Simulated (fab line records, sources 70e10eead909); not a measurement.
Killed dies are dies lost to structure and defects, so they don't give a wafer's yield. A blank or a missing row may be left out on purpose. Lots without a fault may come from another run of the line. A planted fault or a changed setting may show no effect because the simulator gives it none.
Chamber matching | flow nand_harc | NHARC_A_BLC_ALD_23 on ald_metal-01: 4 sister chambers
The step deposits TiN, target thk 3 nm, pulse time 1 s, ald cycles 150. 8 wafers are shown with their chamber, then 12 later ones without.

WAFERS WITH THEIR CHAMBER
wafer  | chamber | heater_power_w (W) | precursor_pulse_height_rel
L087.1 | 2       | 1179               | 1.003
L091.4 | 1       | 1035               | 1.007
L089.1 | 3       | 1041               | 1.005
L089.2 | 2       | 1202               | 0.999
L089.4 | 0       | 1344               | 1.001
L090.3 | 3       | 1039               | 0.990
L090.5 | 1       | 1087               | 1.015
L090.6 | 0       | 1320               | 0.991

WAFERS WITHOUT THEIR CHAMBER
wafer  | heater_power_w (W) | precursor_pulse_height_rel
L093.4 | 1329               | 1.005
L093.5 | 1349               | 0.990
L093.6 | 1071               | 1.000
L094.3 | 1026               | 0.996
L094.5 | 1042               | 0.997
L094.6 | 1222               | 1.003
L096.1 | 1040               | 1.008
L096.2 | 1117               | 1.001
L096.6 | 1013               | 1.009
L095.1 | 1203               | 0.990
L095.2 | 1206               | 0.982
L095.6 | 1098               | 1.003

WHICH CHAMBER EACH WENT THROUGH
wafer  | from the rows above          | in truth
L093.4 | 0                            | 0
L093.5 | 0                            | 0
L093.6 | can't be placed: 3 or 1      | 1
L094.3 | can't be placed: 3 or 1      | 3
L094.5 | 3                            | 3
L094.6 | 2                            | 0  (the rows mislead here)
L096.1 | can't be placed: 1 or 3      | 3
L096.2 | can't be placed: 1 or 2 or 3 | 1
L096.6 | can't be placed: 3 or 1      | 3
L095.1 | 2                            | 2
L095.2 | 2                            | 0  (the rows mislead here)
L095.6 | can't be placed: 1 or 3      | 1
Placed correctly: 4 of 12. Can't be placed from these rows: 6 (the true chamber is among the candidates in 6). Placed wrongly: 2.
How it was worked out, from the rows above alone: a wafer's distance from a chamber is the root of the sum, over the readings, of the square of ((its reading less the chamber's mean) divided by the reading's scatter). The wafer belongs to the nearest chamber; if the next one is less than 2 further off, it can't be placed. A chamber's mean is the mean of its shown wafers. The scatter: the root of (the sum of the squares of (reading less its chamber's mean) over the shown wafers, divided by (wafers less chambers)).
